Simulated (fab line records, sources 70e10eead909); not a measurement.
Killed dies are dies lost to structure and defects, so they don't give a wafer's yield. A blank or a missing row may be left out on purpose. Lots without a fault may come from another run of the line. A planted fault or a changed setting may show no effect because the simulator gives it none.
Problem report in the 8D (eight disciplines) form, filled by code | flow nand_harc | the parts of the form that need people (team, actions taken, sign-off) are left out

1. THE PROBLEM
exposure_dose_mJ_cm2 at NHARC_THIN_TSV_EXPOSE_09 reads a mean of 29.10 on 6 wafers of 2 lots; wafers without a fault read 30.69 with a standard deviation of 0.15. That is -11 standard deviations from the usual mean.
The step: exposes mask TSV.
First seen on wafer L767.1, day 26 19:33, on krf_scanner-01. The record holds 36 wafers of 12 lots with a number at this step. Rule for "out", or "out of limits": more than 4 standard deviations from the usual mean. The other wafers with a number count as sound.

2. WHAT IT IS AND WHAT IT IS NOT
question                    | is                     | is not
which readings at this step | exposure_dose_mJ_cm2   | -
which lots                  | L767, L774             | L760, L761, L763, L764, L765, L766, L770, L780, L781, L782
which wafers of those lots  | all that have a number | -
read on which tools         | krf_scanner-01         | krf_scanner-02, krf_scanner-04
when                        | from day 26 19:33      | up to then (18 sound wafers); but 12 sound wafers of L770, L780, L781, L782 came after

3. SUSPECTS, AND WHAT RULES EACH OUT
Counting: a tool at a process step up to the reading stays a suspect if it ran every lot that is out and no sound lot after the first of them.
- krf_scanner-01 at NHARC_THIN_TSV_EXPOSE_09 (exposes mask TSV): kept. It ran every lot that is out, first L767 (day 26 19:33), and no sound lot after that; its last sound lot up to then is L766 (day 25 14:01). Its own readings are out on those wafers: exposure_dose_mJ_cm2.
Left after counting: krf_scanner-01 at NHARC_THIN_TSV_EXPOSE_09.

4. THE CAUSE (what the simulator had put in)
Process parameter drift: krf_scanner-01, from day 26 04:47 on, at NHARC_THIN_TSV_EXPOSE_09. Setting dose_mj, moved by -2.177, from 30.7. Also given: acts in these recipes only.
Counting left only this tool.

5. THE CHAIN OF EFFECTS, in route order
Each row: a reading whose mean over the struck wafers that have a number lies more than 3 standard deviations from the usual. Only readings for which the record gives a usual standard deviation are gone through. hours: the time from each lot's start at the first step in this table that gives one to its start at this step, as a median over the lots. sigmas: the change in usual standard deviations.
hours | step                     | reading              | usual | on struck wafers | change | sigmas
0     | NHARC_THIN_TSV_EXPOSE_09 | exposure_dose_mJ_cm2 | 30.69 | 29.10            | -1.59  | -11
The process steps in it:
- NHARC_THIN_TSV_EXPOSE_09: exposes mask TSV.
Later measuring or inspecting steps at which every struck wafer that the step has a row for has a number for every such reading, and none has moved that far: NHARC_END_SORT_01.

6. WHAT WOULD HAVE CAUGHT IT SOONER
In this record the first reading out of limits was taken at day 26 19:33, 15 hours after the fault began at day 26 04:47.
